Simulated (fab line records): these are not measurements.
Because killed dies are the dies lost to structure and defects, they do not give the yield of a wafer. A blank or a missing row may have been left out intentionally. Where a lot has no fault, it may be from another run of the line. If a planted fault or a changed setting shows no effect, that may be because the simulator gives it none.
The tool behind it: which one? || flow n5_finfet || 11 lots with 33 wafers sampled at 2 steps, on a route of 1938 steps

## WHAT THE GAUGES READ, wafer by wafer
N5_FIN_SAQP_INSPECT_18: inspects for defects (brightfield).
{"lot": "L075", "measured": "day 2 05:01", "on": "defect_inspect-01", "raw_defect_count": "557 244 305"}
{"lot": "L077", "measured": "day 2 16:12", "on": "defect_inspect-02", "raw_defect_count": "413 451 338"}
{"lot": "L079", "measured": "day 3 06:01", "on": "defect_inspect-01", "raw_defect_count": "543 410 556"}
{"lot": "L082", "measured": "day 3 23:09", "on": "defect_inspect-02", "raw_defect_count": "393 257 499"}
{"lot": "L084", "measured": "day 4 10:46", "on": "defect_inspect-01", "raw_defect_count": "505 497 623"}
{"lot": "L086", "measured": "day 4 22:01", "on": "defect_inspect-01", "raw_defect_count": "565 485 557"}
{"lot": "L089", "measured": "day 5 15:55", "on": "defect_inspect-02", "raw_defect_count": "502 420 473"}
{"lot": "L091", "measured": "day 6 03:47", "on": "defect_inspect-01", "raw_defect_count": "494 321 501"}
{"lot": "L093", "measured": "day 6 15:15", "on": "defect_inspect-01", "raw_defect_count": "439 284 227"}
{"lot": "L095", "measured": "day 7 03:11", "on": "defect_inspect-01", "raw_defect_count": "339 552 416"}
{"lot": "L097", "measured": "day 7 16:23", "on": "defect_inspect-01", "raw_defect_count": "507 506 364"}

## TOOL THAT RAN EACH LOT (tool first, then ch and the chambers of the sampled wafers, then the start)
{"lot": "L075", "N5_FIN_SAQP_HM_DEP_72": "pecvd-02 ch 0,1,2, day 2 04:31"}
{"lot": "L077", "N5_FIN_SAQP_HM_DEP_72": "pecvd-03 ch 0,1, day 2 15:40"}
{"lot": "L079", "N5_FIN_SAQP_HM_DEP_72": "pecvd-03 ch 0,2, day 3 05:29"}
{"lot": "L082", "N5_FIN_SAQP_HM_DEP_72": "pecvd-01 ch 0,1,2, day 3 22:46"}
{"lot": "L084", "N5_FIN_SAQP_HM_DEP_72": "pecvd-01 ch 0,1,2, day 4 10:23"}
{"lot": "L086", "N5_FIN_SAQP_HM_DEP_72": "pecvd-01 ch 0,1,2, day 4 21:30"}
{"lot": "L089", "N5_FIN_SAQP_HM_DEP_72": "pecvd-02 ch 0,2, day 5 15:23"}
{"lot": "L091", "N5_FIN_SAQP_HM_DEP_72": "pecvd-03 ch 0,1,2, day 6 03:25"}
{"lot": "L093", "N5_FIN_SAQP_HM_DEP_72": "pecvd-03 ch 0,2, day 6 14:44"}
{"lot": "L095", "N5_FIN_SAQP_HM_DEP_72": "pecvd-02 ch 0,1,2, day 7 02:41"}
{"lot": "L097", "N5_FIN_SAQP_HM_DEP_72": "pecvd-02 ch 0,1,2, day 7 15:52"}
- N5_FIN_SAQP_HM_DEP_72: deposits SiO2 from SiH4/N2O, target thk 12 nm, time 7.2 s.

## THE ANSWER, worked out from the rows above alone
Rule: what is usual is taken from the lots themselves. The widest of any qualifying gaps counts: lots, ordered by their means at a reading, are off when they make up no more than a third of the lots, leave a main group of 4 or more, and stand apart from it by 3 or more times the standard deviation of that group's means. If all means in a main group match to the digits the tables above print for the reading, that group is not used. A lot without any number at a reading at which 4 lots or more have one is off too. Where the step has rows for the other lots, those lots are counted as sound.
Across all readings shown, no lot is off: no conclusion can be drawn from this.

## WHAT THE SIMULATOR HAD PUT IN
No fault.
